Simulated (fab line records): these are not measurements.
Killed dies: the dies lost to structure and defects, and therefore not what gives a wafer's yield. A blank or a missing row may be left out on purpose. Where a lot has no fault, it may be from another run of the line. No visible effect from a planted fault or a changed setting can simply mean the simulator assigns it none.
Matching of chambers    flow nandHarc    4 sister chambers for NHARC_A_STAIRCASE_ETCH_444 on rieDiel-03
The step etches the open film in C4F8/O2, target depth 20400 nm, time 6800 s. 18 wafers are shown with their chamber, then 9 later ones without.

## EACH WAFER AND ITS CHAMBER
wafer   chamber  rfVppV (V)  chamberPressureMTorr (mTorr)  oesProductAu (a.u.)
L076.3  3        811         24.999                        0.914
L076.5  1        803         24.957                        0.924
L076.6  2        798         25.015                        0.924
L077.2  1        804         24.959                        0.956
L077.3  3        810         24.986                        0.958
L077.5  2        815         25.039                        1.000
L079.1  2        814         25.056                        1.003
L079.2  0        813         24.992                        0.977
L079.4  1        801         24.966                        0.980
L082.1  3        810         24.990                        0.985
L082.3  2        815         25.008                        0.990
L082.5  3        811         25.010                        0.980
L084.3  0        813         24.978                        0.928
L084.4  3        809         24.943                        0.917
L084.5  1        803         25.005                        0.917
L087.1  3        809         25.033                        0.925
L087.2  0        814         24.939                        0.936
L087.4  1        803         24.970                        0.923

SIGNATURES (means of the wafers above)
reading               chamber 0  chamber 1  chamber 2  chamber 3  scatter within a chamber
rfVppV                813.33     802.80     810.50     810.00     3.95
chamberPressureMTorr  24.96967   24.97140   25.02950   24.99350   0.0253
oesProductAu          0.94700    0.94000    0.97925    0.94650    0.0312
Rule: for a wafer and a chamber, the distance is found by dividing, reading by reading, the gap between the wafer's reading and the chamber's mean by the reading's scatter, squaring, summing and taking the root. The wafer belongs to the nearest chamber; if the next one is less than 2 further off, it can't be placed. The scatter is the square root of a quotient: the sum, over the shown wafers, of each reading's squared deviation from its chamber's mean, divided by wafers minus chambers.

## WAFERS WITHOUT THEIR CHAMBER
wafer   rfVppV (V)  chamberPressureMTorr (mTorr)  oesProductAu (a.u.)
L088.3  808         24.972                        0.922
L088.4  814         24.991                        0.945
L088.6  814         24.972                        0.929
L092.2  812         25.008                        0.940
L092.1  811         24.998                        0.939
L092.5  814         24.971                        0.938
L095.1  812         24.987                        0.933
L095.2  803         25.035                        0.921
L095.3  816         25.027                        0.945

## CHAMBER TAKEN BY EACH
wafer   from the rows above                in truth
L088.3  can't be placed: 3 or 1 or 0 or 2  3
L088.4  can't be placed: 0 or 3 or 2       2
L088.6  can't be placed: 0 or 3            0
L092.2  can't be placed: 3 or 2 or 0 or 1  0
L092.1  can't be placed: 3 or 0 or 2 or 1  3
L092.5  can't be placed: 0 or 3            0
L095.1  can't be placed: 3 or 0 or 2 or 1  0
L095.2  can't be placed: 3 or 1 or 2 or 0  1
L095.3  can't be placed: 2 or 3 or 0       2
0 of 9 placed correctly. These rows do not allow placing 9 (true chamber among the candidates in 9). 0 placed wrongly.
